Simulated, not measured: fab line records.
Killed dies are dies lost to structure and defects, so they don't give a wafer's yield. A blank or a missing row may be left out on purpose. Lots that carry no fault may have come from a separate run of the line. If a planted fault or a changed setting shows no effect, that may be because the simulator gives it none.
Chamber matching || flow nandHarc || NHARC_HYBRID_BOND_ACTIVATE_00 on rieDiel-06 has 4 sister chambers
The step chemistry N2, time 60 s. 8 wafers are shown with their chamber, then 8 later ones without.

## WAFERS WITH THEIR CHAMBER
{"wafer": "L079.3", "chamber": 2, "showerheadPlenumPTorr (Torr)": 1.78, "drypumpMotorCurrentA (A)": 6.0}
{"wafer": "L079.4", "chamber": 3, "showerheadPlenumPTorr (Torr)": 1.77, "drypumpMotorCurrentA (A)": 5.3}
{"wafer": "L079.5", "chamber": 1, "showerheadPlenumPTorr (Torr)": 1.63, "drypumpMotorCurrentA (A)": 6.0}
{"wafer": "L079.6", "chamber": 0, "showerheadPlenumPTorr (Torr)": 1.70, "drypumpMotorCurrentA (A)": 6.2}
{"wafer": "L082.1", "chamber": 3, "showerheadPlenumPTorr (Torr)": 1.77, "drypumpMotorCurrentA (A)": 5.3}
{"wafer": "L082.2", "chamber": 1, "showerheadPlenumPTorr (Torr)": 1.63, "drypumpMotorCurrentA (A)": 6.0}
{"wafer": "L082.3", "chamber": 2, "showerheadPlenumPTorr (Torr)": 1.77, "drypumpMotorCurrentA (A)": 6.0}
{"wafer": "L082.4", "chamber": 0, "showerheadPlenumPTorr (Torr)": 1.70, "drypumpMotorCurrentA (A)": 6.3}

## WAFERS WITH NO CHAMBER GIVEN
{"wafer": "L082.5", "showerheadPlenumPTorr (Torr)": 1.63, "drypumpMotorCurrentA (A)": 6.0}
{"wafer": "L082.6", "showerheadPlenumPTorr (Torr)": 1.77, "drypumpMotorCurrentA (A)": 6.0}
{"wafer": "L081.1", "showerheadPlenumPTorr (Torr)": 1.63, "drypumpMotorCurrentA (A)": 6.0}
{"wafer": "L081.2", "showerheadPlenumPTorr (Torr)": 1.77, "drypumpMotorCurrentA (A)": 6.0}
{"wafer": "L081.3", "showerheadPlenumPTorr (Torr)": 1.77, "drypumpMotorCurrentA (A)": 5.3}
{"wafer": "L081.4", "showerheadPlenumPTorr (Torr)": 1.70, "drypumpMotorCurrentA (A)": 6.2}
{"wafer": "L081.5", "showerheadPlenumPTorr (Torr)": 1.63, "drypumpMotorCurrentA (A)": 6.0}
{"wafer": "L081.6", "showerheadPlenumPTorr (Torr)": 1.70, "drypumpMotorCurrentA (A)": 6.3}

## EACH ONE'S CHAMBER
{"wafer": "L082.5", "from the rows above": 1, "in truth": 1}
{"wafer": "L082.6", "from the rows above": 2, "in truth": 2}
{"wafer": "L081.1", "from the rows above": 1, "in truth": 1}
{"wafer": "L081.2", "from the rows above": 2, "in truth": 2}
{"wafer": "L081.3", "from the rows above": 3, "in truth": 3}
{"wafer": "L081.4", "from the rows above": 0, "in truth": 0}
{"wafer": "L081.5", "from the rows above": 1, "in truth": 1}
{"wafer": "L081.6", "from the rows above": 0, "in truth": 0}
8 of 8 placed correctly. Left unplaced by these rows: 0. Placed wrongly: 0.
How it was worked out, from the rows above alone: a wafer's distance from a chamber is the root of the sum, over the readings, of the square of ((its reading less the chamber's mean) divided by the reading's scatter). If the next closest chamber is less than 2 further off than the closest, the wafer can't be placed; otherwise it belongs to the closest. The mean given for a chamber averages the wafers shown for that chamber. The scatter: take each reading less its chamber's mean, square it, sum over the shown wafers, divide by the number of wafers less the number of chambers, and take the root.
